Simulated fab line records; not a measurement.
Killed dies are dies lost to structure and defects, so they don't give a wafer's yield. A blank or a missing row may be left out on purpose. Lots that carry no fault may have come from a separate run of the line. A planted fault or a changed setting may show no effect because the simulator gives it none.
fab line records	flow n5Finfet
record lots=7	wafers=21
route steps=1938 shown BEOL_M12@1618 BEOL_M13@1706 BEOL_M14@1770 BEOL_M15@1773 PASSIVATION@1901
startH: hours from the record's opening day to when the first of the lot's shown wafers began	waitH: time in hours since the lot's previous step	" as in the row above	L1.1+2: several wafers, shown together as one row	- no value, or no start was given	* or withheld: withheld	< > ~ a bound
route shown NAME@n: NAME is a module with steps in the file, n the number in the route of the first one	usual: mean and standard deviation over wafers with no fault	same: alike in all rows	chamber/n: place in a boat	sites: readings site by site	_std_site: standard deviation across them	_edge_site: the outer-site mean with the inner-site mean subtracted	radiusMm: how far each site lies from the wafer's centre	mask NAME#n: copy n	behind: the last tool/chamber to shape the wafer	hold: reason for holding the lot/hours on hold/outcome of the hold	device: the transistor (n, p or np) that didn't switch	end of line: the same wafers' tests at the end of the route	step lacking rows: just its recipe	killed: count of dies lost to structure and defects at first sort (not the wafer's yield)	map: dies across one wafer; x = killed, . = not, _ = none there
set.NAME: the setting as run; set.NAME@STEP: as run at that earlier step	model.NAME: the simulator's own value behind a step, which no gauge read
lots where settings were altered on purpose, with a table for each step and a row for each wafer
## steps
# step N5_BEOL_M12_STRIP_63
# recipe chemistry=N2/H2	powerW=1000	tempC=250	h2Frac=0.65	overashFraction=0.3	pressureMtorr=1000	n2FlowSccm=1750	h2FlowSccm=3250
lot.wafer	tool	chamber	startH	waitH	set.h2FlowSccm
L080.1+2+3	plasmaAsher-01	0,1,0	259.90	-	3161
L081.2+6	plasmaAsher-01	1,0	272.30	-	3250
L081.5	"	1	"	"	3186
L084.1+6	plasmaAsher-01	0,1	291.08	-	3250
L084.4	"	1	"	"	3046
L083.4+5+6	plasmaAsher-02	1,1,0	293.37	-	3250
L086.1+3+5	plasmaAsher-01	1,0,1	310.96	-	3250
L093.2+3+5	plasmaAsher-02	1,1,0	346.79	-	3250
L095.3+4+6	plasmaAsher-02	0,1,1	355.54	-	3250
# step N5_BEOL_M12_STRIP_64
# recipe chemistry=N2/H2	powerW=1000	tempC=250	h2Frac=0.65	overashFraction=0.3	pressureMtorr=withheld	n2FlowSccm=1750	h2FlowSccm=3250
# step N5_BEOL_M12_STRIP_71
# recipe chemistry=postEtchResidueRemover	timeS=60	tempC=25	removerPh=withheld	removerWaterWtPct=withheld	removerFluorideWtPct=withheld
# step N5_BEOL_M12_SRD_72
# recipe timeS=30	tempC=23	rinseLiquid=diw	dry=n2Spin	spinRpm=1500	dryTimeS=30
# step N5_BEOL_M12_CD_MEAS_17
# recipe targetCdNm=140	polarity=opening
# usual cdNm=141/3
lot.wafer	tool	chamber	startH	waitH	set.pebTempC@BEOL_M12_PEB_08	cdNm
L080.1	cdSem-02	-	260.11	0.0	131.7	147
L080.2	"	-	"	"	130	140
L080.3	"	-	"	"	130	143
L081.2	cdSem-02	-	272.50	0.0	130	140
L081.5	"	-	"	"	130	135
L081.6	"	-	"	"	131.1	145
L084.1	cdSem-01	-	291.29	0.0	128.9	137
L084.4	"	-	"	"	130	142
L084.6	"	-	"	"	128.9	138
L083.4	cdSem-03	-	293.56	0.0	130	140
L083.5	"	-	"	"	126.8	125
L083.6	"	-	"	"	126.8	125
L086.1	cdSem-03	-	311.17	0.0	131.8	152
L086.3	"	-	"	"	131.8	147
L086.5	"	-	"	"	131.8	145
L093.2	cdSem-01	-	347.00	0.0	127.2	132
L093.3	"	-	"	"	127.2	130
L093.5	"	-	"	"	130	139
L095.3	cdSem-02	-	355.73	0.0	130	146
L095.4	"	-	"	"	130	147
L095.6	"	-	"	"	130	145
# step N5_BEOL_M12_ETCH_68
# recipe chemistry=N2/H2	target=SOC	maskMaterial=SiARC	sourceW=3000	biasW=350	tempC=40	timeS=285	ionEnergyEv=200	pressureMtorr=30	n2FlowSccm=200	h2FlowSccm=200
lot.wafer	tool	chamber	startH	waitH	set.timeS	model.SiARC_of_BEOL_M12_COAT_66.thkNm
L080.1	rieDiel-03	2	260.76	0.1	285	85.4
L080.2	"	0	"	"	337.2	80.8
L080.3	"	3	"	"	337.2	81
L081.2	rieDiel-03	3	273.22	0.1	256	87.8
L081.5+6	"	0,3	"	"	285	85.4
L084.1+4	rieDiel-06	1,2	291.92	0.1	285	86.4
L084.6	"	0	"	"	243.3	89.6
L083.4	rieDiel-02	0	294.41	0.1	346.5	82
L083.5	"	3	"	"	285	85.4
L083.6	"	0	"	"	285	87.6
L086.1	rieDiel-02	3	312.16	0.1	340.5	81.4
L086.3+5	"	2,3	"	"	285	86
L093.2	rieDiel-02	3	347.60	0.1	230.4	89.8
L093.3+5	"	1,2	"	"	285	85.2
L095.3	rieDiel-06	1	356.62	0.1	285	86
L095.4	"	0	"	"	285	86.2
L095.6	"	1	"	"	285	85.8
# step N5_BEOL_M12_SPUTTER_44
# recipe material=Ta	targetThkA=100	tempC=50	biasV=80	powerW=15000	chamberPressurePa=0.07	timeS=16.13
lot.wafer	tool	chamber	startH	waitH	set.timeS	model.Ta_of_BEOL_M12_SPUTTER_44.thkNm
L080.1	pvdSputter-03	-	262.97	0.0	16.13	10
L080.2+3	"	-	"	"	13.8	8.4
L081.2+5+6	pvdSputter-02	-	274.23	0.0	16.13	10
L084.1	pvdSputter-02	-	295.51	0.0	16.13	9.6
L084.4+6	"	-	"	"	16.13	10
L083.4	pvdSputter-02	-	299.61	0.0	17.64	10.4
L083.5	"	-	"	"	16.13	9.8
L083.6	"	-	"	"	17.64	10.8
L086.1+3+5	pvdSputter-03	-	313.41	0.0	16.13	10
L093.2	pvdSputter-02	-	349.49	0.0	16.13	10
L093.3+5	"	-	"	"	16.13	9.8
L095.3	pvdSputter-01	-	359.62	0.0	16.13	10.4
L095.4	"	-	"	"	16.13	10
L095.6	"	-	"	"	16.13	10.2
# step N5_BEOL_M13_SPUTTER_44
# recipe material=Ta	targetThkA=100	tempC=50	biasV=80	powerW=15000	chamberPressurePa=0.07	timeS=16.13
lot.wafer	tool	chamber	startH	waitH	set.powerW	model.Ta_of_BEOL_M13_SPUTTER_44.thkNm
L080.1+2	pvdSputter-03	-	270.38	0.0	17700	12
L080.3	"	-	"	"	15000	9.8
L081.2	pvdSputter-02	-	279.44	0.0	13490	9.2
L081.5	"	-	"	"	15000	10.2
L081.6	"	-	"	"	13490	9
L084.1+6	pvdSputter-01	-	300.61	0.0	15000	10
L084.4	"	-	"	"	17450	11.6
L083.4	pvdSputter-01	-	303.77	0.0	15000	10
L083.5	"	-	"	"	15000	9.8
L083.6	"	-	"	"	12820	8.4
L086.1	pvdSputter-01	-	319.24	0.0	14290	9.6
L086.3+5	"	-	"	"	15000	10
L093.2+3	pvdSputter-02	-	355.19	0.0	15000	10.2
L093.5	"	-	"	"	15860	10.8
L095.3	pvdSputter-02	-	363.55	0.0	15000	9.8
L095.4+6	"	-	"	"	15000	10
# step N5_BEOL_M14_DEP_53
# recipe material=SiCN	targetThkA=500	tempC=withheld	precursor=3MS/NH3	pressureTorr=3	rfW=675	timeS=17.8
lot.wafer	tool	chamber	startH	waitH	set.timeS	model.SiCN_of_BEOL_M14_DEP_53.thkNm
L080.1	pecvd-04	2	276.27	0.0	17.8	50.2
L080.2	"	1	"	"	17.8	49.8
L080.3	"	0	"	"	19.57	55.2
L081.2	pecvd-01	0	285.12	0.0	15.26	41.6
L081.5	"	1	"	"	15.26	43.4
L081.6	"	2	"	"	17.8	50.8
L084.1	pecvd-01	1	306.36	0.0	17.8	49.6
L084.4	"	2	"	"	17.8	51.4
L084.6	"	1	"	"	17.8	50.8
L083.4	pecvd-01	0	308.98	0.0	17.8	50.2
L083.5	"	2	"	"	17.8	51.6
L083.6	"	1	"	"	17.8	50.8
L086.1	pecvd-01	2	326.03	0.0	17.8	50.2
L086.3	"	1	"	"	17.04	47.8
L086.5	"	2	"	"	17.04	48.4
L093.2	pecvd-03	1	361.14	0.0	17.8	50.2
L093.3	"	0	"	"	15.52	44.6
L093.5	"	1	"	"	15.52	44.2
L095.3+4	pecvd-01	0,1	370.12	0.0	17.8	49.8
L095.6	"	0	"	"	17.8	50.4
# step N5_BEOL_M15_ILD_DEP_00
# recipe material=SiO2	targetThkA=16293	tempC=400	precursor=TEOS/O2	pressureTorr=6.5	rfW=900	teosFlowSccm=161.4	gas=O2	flowSccm=2650	timeS=346.1
lot.wafer	tool	chamber	startH	waitH	set.tempC	model.SiO2_of_BEOL_M15_ILD_DEP_00.thkNm
L080.1	pecvd-02	1	276.40	0.0	400	1637
L080.2	"	2	"	"	400	1634
L080.3	"	0	"	"	400	1629
L081.2	pecvd-03	2	285.36	0.1	400	1602
L081.5	"	2	"	"	400	1581
L081.6	"	2	"	"	400	1608
L084.1	pecvd-01	2	306.49	0.0	400	1584
L084.4	"	2	"	"	397.2	1653
L084.6	"	1	"	"	397.2	1615
L083.4	pecvd-02	1	309.20	0.1	400	1649
L083.5	"	0	"	"	394.1	1715
L083.6	"	2	"	"	394.1	1723
L086.1	pecvd-02	1	326.16	0.0	396.2	1661
L086.3	"	2	"	"	396.2	1676
L086.5	"	1	"	"	400	1646
L093.2	pecvd-01	0	361.27	0.0	404.3	1555
L093.3	"	2	"	"	400	1601
L093.5	"	1	"	"	404.3	1538
L095.3	pecvd-03	1	370.25	0.0	400	1640
L095.4	"	2	"	"	400	1624
L095.6	"	0	"	"	400	1635
# step N5_BEOL_M15_THK_MEAS_01
# recipe reads=SiO2_of_BEOL_M15_ILD_DEP_00
# usual M15_ILD_THK=1629/29
lot.wafer	tool	chamber	startH	waitH	set.tempC@BEOL_M15_ILD_DEP_00	M15_ILD_THK[nm]
L080.1	filmMetro-02	-	276.65	0.1	400	1637
L080.2	"	-	"	"	400	1633
L080.3	"	-	"	"	400	1630
L081.2	filmMetro-02	-	285.94	0.5	400	1601
L081.5	"	-	"	"	400	1582
L081.6	"	-	"	"	400	1608
L084.1	filmMetro-01	-	306.74	0.1	400	1586
L084.4	"	-	"	"	397.2	1654
L084.6	"	-	"	"	397.2	1616
L083.4	filmMetro-02	-	309.34	0.0	400	1649
L083.5	"	-	"	"	394.1	1715
L083.6	"	-	"	"	394.1	1724
L086.1	filmMetro-01	-	326.41	0.1	396.2	1662
L086.3	"	-	"	"	396.2	1675
L086.5	"	-	"	"	400	1647
L093.2	filmMetro-02	-	361.52	0.1	404.3	1556
L093.3	"	-	"	"	400	1602
L093.5	"	-	"	"	404.3	1537
L095.3	filmMetro-02	-	370.50	0.1	400	1641
L095.4	"	-	"	"	400	1624
L095.6	"	-	"	"	400	1635
# step N5_BEOL_M15_COAT_58
# recipe resist=BARC	tempC=205	timeS=60	spinRpm=1500	resistThkNm=89
# step N5_BEOL_M15_COAT_04
# recipe spinRpm=1704	resistThkNm=800
# step N5_BEOL_M15_DESCUM_15
# recipe chemistry=O2	timeS=7.9	sourcePowerW=50	biasPowerW=20	pressureMtorr=20	rfFrequencyHz=2.712e+07	tempC=40	o2FlowSccm=225
# step N5_BEOL_M15_ETCH_59
# recipe chemistry=N2/H2	target=BARC	targetDepthA=890	overetchA=267	timeS=67.9	ionEnergyEv=200	pressureMtorr=30	sourceW=840	biasW=150	n2FlowSccm=200	h2FlowSccm=200
# step N5_BEOL_M15_VIA_ETCH_16
# recipe chemistry=C4F8/O2/Ar	target=SiO2	heInnerTorr=15	heOuterTorr=30	targetDepthA=17922	timeS=withheld	ionEnergyEv=800	pressureMtorr=20	sourceW=1905	biasW=2040	Ar_flow_sccm=400	C4F8_flow_sccm=16	O2_flow_sccm=12	ends=cleared
lot.wafer	tool	chamber	startH	waitH	set.tempC@BEOL_M15_ILD_DEP_00	model.etch.depthNm
L080.1	rieDiel-04	0	277.50	0.0	400	1637
L080.2	"	1	"	"	400	1634
L080.3	"	2	"	"	400	1629
L081.2	rieDiel-01	1	286.55	0.0	400	1602
L081.5	"	3	"	"	400	1581
L081.6	"	2	"	"	400	1608
L084.1	rieDiel-01	1	307.38	0.0	400	1584
L084.4	"	2	"	"	397.2	1653
L084.6	"	1	"	"	397.2	1615
L083.4	rieDiel-05	0	309.83	0.0	400	1649
L083.5	"	0	"	"	394.1	1715
L083.6	"	3	"	"	394.1	1723
L086.1	rieDiel-05	3	327.02	0.0	396.2	1661
L086.3	"	2	"	"	396.2	1676
L086.5	"	1	"	"	400	1646
L093.2	rieDiel-04	1	362.00	0.0	404.3	1555
L093.3	"	3	"	"	400	1601
L093.5	"	1	"	"	404.3	1538
L095.3	rieDiel-01	1	370.98	0.0	400	1640
L095.4	"	2	"	"	400	1624
L095.6	"	2	"	"	400	1635
# step N5_BEOL_M15_ETCH_61
# recipe chemistry=N2/H2	target=BARC	targetDepthA=890	overetchA=267	timeS=67.9	ionEnergyEv=200	pressureMtorr=30	sourceW=840	biasW=150	n2FlowSccm=200	h2FlowSccm=200
lot.wafer	tool	chamber	startH	waitH	set.timeS	model.coat_of_BEOL_M15_COAT_22.thkNm
L080.1	rieDiel-01	0	279.42	0.0	59.24	725
L080.2	"	1	"	"	67.9	715
L080.3	"	3	"	"	59.24	724.8
L081.2	rieDiel-04	1	288.25	0.0	81.98	704
L081.5	"	3	"	"	81.98	705.8
L081.6	"	2	"	"	81.98	701.2
L084.1+4	rieDiel-05	1,3	309.02	0.0	67.9	720.8
L084.6	"	0	"	"	54.97	731.2
L083.4	rieDiel-05	0	311.37	0.0	67.9	717.4
L083.5	"	1	"	"	67.9	720.8
L083.6	"	2	"	"	67.9	718.8
L086.1	rieDiel-05	3	328.65	0.0	67.9	721.6
L086.3	"	1	"	"	67.9	720.2
L086.5	"	2	"	"	63.84	721
L093.2	rieDiel-04	0	363.56	0.0	67.9	719.6
L093.3	"	2	"	"	79.06	707.6
L093.5	"	1	"	"	67.9	719.2
L095.3	rieDiel-01	3	372.39	0.0	67.9	717.4
L095.4	"	0	"	"	67.9	718.8
L095.6	"	1	"	"	67.9	720.8
# step N5_BEOL_M15_TRENCH_ETCH_34
# recipe chemistry=C4F8/O2/Ar	target=SiO2	targetDepthA=8729.3	heInnerTorr=15	heOuterTorr=30	timeS=199	ionEnergyEv=800	pressureMtorr=20	sourceW=1905	biasW=2040	Ar_flow_sccm=400	C4F8_flow_sccm=16	O2_flow_sccm=12
# step N5_BEOL_M15_STRIP_62
# recipe chemistry=O2	powerW=600	tempC=60	pressureMtorr=30	rfFrequencyHz=6e+07	biasPowerW=0	overashFraction=0.3	o2FlowSccm=225
# step N5_BEOL_M15_STRIP_37
# recipe chemistry=O2	powerW=600	tempC=60	pressureMtorr=30	rfFrequencyHz=6e+07	biasPowerW=0	overashFraction=0.3	o2FlowSccm=225
# step N5_BEOL_M15_ETCH_38
# recipe chemistry=CF4/N2	target=SiCN	targetDepthA=1064	taperDeg=2	timeS=120.5	ionEnergyEv=150	maskMaterial=SiO2	pressureMtorr=40	sourceW=430	biasW=70	Ar_flow_sccm=100	cf4FlowSccm=60	n2FlowSccm=60
lot.wafer	tool	chamber	startH	waitH	set.tempC@BEOL_M15_ILD_DEP_00	model.SiO2_of_BEOL_M15_ILD_DEP_00.thkNm
L080.1	rieDiel-01	1	-	-	400	1576
L080.2	"	0	"	"	400	1569
L080.3	"	3	"	"	400	1565
L081.2	rieDiel-04	0	-	-	400	1540
L081.5	"	0	"	"	400	1520
L081.6	"	3	"	"	400	1541
L084.1	rieDiel-05	3	-	-	400	1526
L084.4	"	1	"	"	397.2	1590
L084.6	"	0	"	"	397.2	1550
L083.4	rieDiel-04	0	-	-	400	1587
L083.5	"	3	"	"	394.1	1649
L083.6	"	2	"	"	394.1	1657
L086.1	rieDiel-01	1	-	-	396.2	1600
L086.3	"	0	"	"	396.2	1613
L086.5	"	2	"	"	400	1579
L093.2	rieDiel-04	1	-	-	404.3	1490
L093.3	"	3	"	"	400	1536
L093.5	"	0	"	"	404.3	1476
L095.3	rieDiel-01	1	-	-	400	1578
L095.4	"	3	"	"	400	1560
L095.6	"	3	"	"	400	1571
# step N5_PASSIVATION_EXPOSE_27
# recipe maskId=PAD	na=0.55	sourceShape=conventional	sigmaOuter=0.8	polarization=unpolarized	defocusNm=0	doseMj=32.3
lot.wafer	tool	chamber	startH	waitH	mask	set.doseMj
L080.1+2+3	krfScanner-02	0	291.97	-	PAD#0	32.3
L081.2	krfScanner-02	0	299.91	-	PAD#0	32.3
L081.5+6	"	0	"	"	PAD#0	31.08
L084.1+4+6	krfScanner-01	0	324.77	-	PAD#0	32.3
L083.4+6	krfScanner-02	0	326.44	-	PAD#0	34.36
L083.5	"	0	"	"	PAD#0	32.3
L086.1+5	krfScanner-02	0	341.36	-	PAD#0	32.3
L086.3	"	0	"	"	PAD#0	34.23
L093.2	krfScanner-01	0	379.31	-	PAD#0	32.3
L093.3+5	"	0	"	"	PAD#0	31.39
L095.3+4+6	krfScanner-02	0	386.65	-	PAD#0	32.3
# step N5_PASSIVATION_PEB_28
# recipe pebTempC=withheld	pebTimeS=*
lot.wafer	tool	chamber	startH	waitH	set.pebTimeS
L080.1+2	lithoTrack-05	0	292.02	0.1	*
L080.3	"	0	"	"	*
L081.2+5+6	lithoTrack-04	0	299.96	0.0	*
L084.1+4+6	lithoTrack-04	0	324.83	0.1	*
L083.4+5+6	lithoTrack-03	0	326.48	0.0	*
L086.1+3+5	lithoTrack-04	0	341.42	0.1	*
L093.2	lithoTrack-03	0	379.36	0.0	*
L093.3+5	"	0	"	"	*
L095.3+4+6	lithoTrack-03	0	386.70	0.0	*
# step N5_PASSIVATION_DEVELOP_29
# recipe developTimeS=60	rinseLiquid=diw	dry=airSpin	devTempC=21
# step N5_PASSIVATION_HARDBAKE_31
# recipe tempC=130	timeS=120
# step N5_PASSIVATION_CD_MEAS_30
# recipe targetCdNm=4000	landingEnergyEv=500	detector=seInlens	polarity=opening
# usual cdNm=4001.2/2.4
lot.wafer	tool	chamber	startH	waitH	set.doseMj@PASSIVATION_EXPOSE_27	set.pebTimeS@PASSIVATION_PEB_28	cdNm
L080.1	cdSem-02	0	292.14	-	32.3	*	4008.2
L080.2	"	0	"	"	32.3	*	4007.6
L080.3	"	0	"	"	32.3	*	4002.2
L081.2	cdSem-03	0	300.08	-	32.3	*	3997.6
L081.5	"	0	"	"	31.08	*	3990.9
L081.6	"	0	"	"	31.08	*	3990.8
L084.1	cdSem-03	0	324.95	-	32.3	*	3999.2
L084.4	"	0	"	"	32.3	*	3998.1
L084.6	"	0	"	"	32.3	*	3999.6
L083.4	cdSem-03	0	326.61	-	34.36	*	4012.7
L083.5	"	0	"	"	32.3	*	3999.3
L083.6	"	0	"	"	34.36	*	4012.6
L086.1	cdSem-03	0	341.54	-	32.3	*	4001.6
L086.3	"	0	"	"	34.23	*	4010.4
L086.5	"	0	"	"	32.3	*	3998.2
L093.2	cdSem-03	0	379.48	-	32.3	*	4001.9
L093.3	"	0	"	"	31.39	*	3989.1
L093.5	"	0	"	"	31.39	*	3990.4
L095.3	cdSem-03	0	386.82	-	32.3	*	4001.0
L095.4	"	0	"	"	32.3	*	4001.6
L095.6	"	0	"	"	32.3	*	4002.6
# step N5_PASSIVATION_ETCH_54
# recipe chemistry=CHF3/O2	target=SiO2	targetDepthA=8800	CHF3_flow_sccm=50	O2_flow_sccm=5	Ar_flow_sccm=200	timeS=440	maskMaterial=PR	pressureMtorr=30	sourceW=650	biasW=170	ionEnergyEv=200
# usual rfVppV=523/13
lot.wafer	tool	chamber	startH	waitH	set.biasW	rfVppV
L080.1	rieDiel-06	0	294.45	0.1	152.7	481
L080.2	"	2	"	"	152.7	469
L080.3	"	1	"	"	170	522
L081.2	rieDiel-06	0	302.99	0.1	170	523
L081.5	"	0	"	"	170	524
L081.6	"	1	"	"	170	521
L084.1	rieDiel-06	3	327.17	0.1	158.6	484
L084.4	"	1	"	"	170	522
L084.6	"	0	"	"	170	525
L083.4	rieDiel-03	3	328.98	0.1	170	511
L083.5	"	1	"	"	170	535
L083.6	"	0	"	"	170	533
L086.1	rieDiel-02	1	343.82	0.1	152.5	497
L086.3	"	2	"	"	152.5	468
L086.5	"	2	"	"	170	511
L093.2	rieDiel-03	0	381.92	0.1	188.7	577
L093.3	"	2	"	"	188.7	590
L093.5	"	1	"	"	170	536
L095.3	rieDiel-03	2	389.14	0.1	170	544
L095.4	"	1	"	"	170	536
L095.6	"	0	"	"	170	531
## key
split step=N5_BEOL_M12_STRIP_63	setting=h2FlowSccm	stated=3250	by=wafer
response none clear
split step=N5_BEOL_M12_ETCH_68	setting=timeS	stated=285	by=wafer
response step=N5_BEOL_M12_ETCH_68	reading=model.SiARC_of_BEOL_M12_COAT_66.thkNm	change=-0.23	per=1%	r=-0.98
split step=N5_BEOL_M12_SPUTTER_44	setting=timeS	stated=16.13	by=wafer
response step=N5_BEOL_M12_SPUTTER_44	reading=model.Ta_of_BEOL_M12_SPUTTER_44.thkNm	change=+0.103	per=1%	r=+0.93
split step=N5_BEOL_M13_SPUTTER_44	setting=powerW	stated=15000	by=wafer
response step=N5_BEOL_M13_SPUTTER_44	reading=model.Ta_of_BEOL_M13_SPUTTER_44.thkNm	change=+0.108	per=1%	r=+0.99
split step=N5_BEOL_M14_DEP_53	setting=timeS	stated=17.8	by=wafer
response step=N5_BEOL_M14_DEP_53	reading=model.SiCN_of_BEOL_M14_DEP_53.thkNm	change=+0.523	per=1%	r=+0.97
split step=N5_BEOL_M15_ILD_DEP_00	setting=tempC	stated=400	by=wafer
response step=N5_BEOL_M15_ILD_DEP_00	reading=model.SiO2_of_BEOL_M15_ILD_DEP_00.thkNm	change=-46.3	per=1%	r=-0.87
response step=N5_BEOL_M15_THK_MEAS_01	reading=M15_ILD_THK	change=-46.1	per=1%	r=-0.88
response step=N5_BEOL_M15_VIA_ETCH_16	reading=model.etch.depthNm	change=-46.3	per=1%	r=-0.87
response step=N5_BEOL_M15_ETCH_38	reading=model.SiO2_of_BEOL_M15_ILD_DEP_00.thkNm	change=-44.7	per=1%	r=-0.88
split step=N5_BEOL_M15_ETCH_61	setting=timeS	stated=67.9	by=wafer
response step=N5_BEOL_M15_ETCH_61	reading=model.coat_of_BEOL_M15_COAT_22.thkNm	change=-0.624	per=1%	r=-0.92
split step=N5_PASSIVATION_EXPOSE_27	setting=doseMj	stated=32.3	by=wafer
response step=N5_PASSIVATION_CD_MEAS_30	reading=cdNm	change=+2.11	per=1%	r=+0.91
split step=N5_PASSIVATION_PEB_28	setting=pebTimeS	stated=*	by=wafer
response step=N5_PASSIVATION_CD_MEAS_30	reading=cdNm	slope=+0.371	per=1%	togetherWith=doseMj@PASSIVATION_EXPOSE_27	explained=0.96
split step=N5_PASSIVATION_ETCH_54	setting=biasW	stated=170	by=wafer
response step=N5_PASSIVATION_ETCH_54	reading=rfVppV	change=+4.14	per=1%	r=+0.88
split outsideThisFile step=N5_BEOL_M12_PEB_08 setting=pebTempC
# split outsideThisFile: this setting was split too, and the file shows its column; the key of that split is in another file
